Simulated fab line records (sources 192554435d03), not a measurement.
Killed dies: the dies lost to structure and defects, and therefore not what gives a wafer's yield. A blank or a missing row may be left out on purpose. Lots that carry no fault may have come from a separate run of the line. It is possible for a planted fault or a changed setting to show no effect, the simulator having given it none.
Chamber matching | flow n5_finfet | rie_diel-05 running N5_MOL_CONTACT_COAG_CONTACT_ETCH_14: 4 sister chambers
The step etches SiO2 in C4F6/O2, target depth 27.5 nm, overetch 8.5 nm, time 20 s. 8 wafers are shown with their chamber, then 12 later ones without.

WAFERS PAIRED WITH THEIR CHAMBERS
wafer  | chamber | showerhead_plenum_p_Torr (Torr) | throttle_valve_pct (%)
L079.2 | 0       | 2.98                            | 21.57
L081.4 | 1       | 2.96                            | 21.16
L083.3 | 0       | 2.97                            | 21.57
L083.4 | 2       | 2.97                            | 21.59
L083.5 | 2       | 2.97                            | 21.59
L084.2 | 3       | 2.76                            | 21.52
L084.4 | 1       | 2.95                            | 21.18
L084.6 | 3       | 2.76                            | 21.53

WAFERS MISSING THEIR CHAMBER
wafer  | showerhead_plenum_p_Torr (Torr) | throttle_valve_pct (%)
L085.1 | 2.95                            | 21.17
L085.2 | 2.75                            | 21.53
L085.6 | 2.95                            | 21.18
L088.1 | 2.97                            | 21.61
L088.2 | 2.95                            | 21.18
L088.3 | 2.75                            | 21.54
L091.2 | 2.97                            | 21.62
L091.3 | 2.95                            | 21.20
L091.6 | 2.95                            | 21.20
L092.2 | 2.94                            | 21.19
L092.3 | 2.96                            | 21.61
L092.4 | 2.96                            | 21.60

CHAMBER TAKEN BY EACH
wafer  | from the rows above | in truth
L085.1 | 1                   | 1
L085.2 | 3                   | 3
L085.6 | 1                   | 1
L088.1 | 2                   | 2
L088.2 | 1                   | 1
L088.3 | 3                   | 3
L091.2 | 2                   | 2
L091.3 | 1                   | 1
L091.6 | 1                   | 1
L092.2 | 1                   | 1
L092.3 | 2                   | 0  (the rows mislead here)
L092.4 | 2                   | 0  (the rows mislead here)
Correctly placed: 10 of 12. Can't be placed from these rows: 0. 2 placed wrongly.
How it was worked out, from the rows above alone: a wafer's distance from a chamber is the root of the sum, over the readings, of the square of ((its reading less the chamber's mean) divided by the reading's scatter). The wafer belongs to the nearest chamber; if the next one is less than 2 further off, it can't be placed. A chamber's mean is the mean of its shown wafers. The scatter: take each reading less its chamber's mean, square it, sum over the shown wafers, divide by the number of wafers less the number of chambers, and take the root.
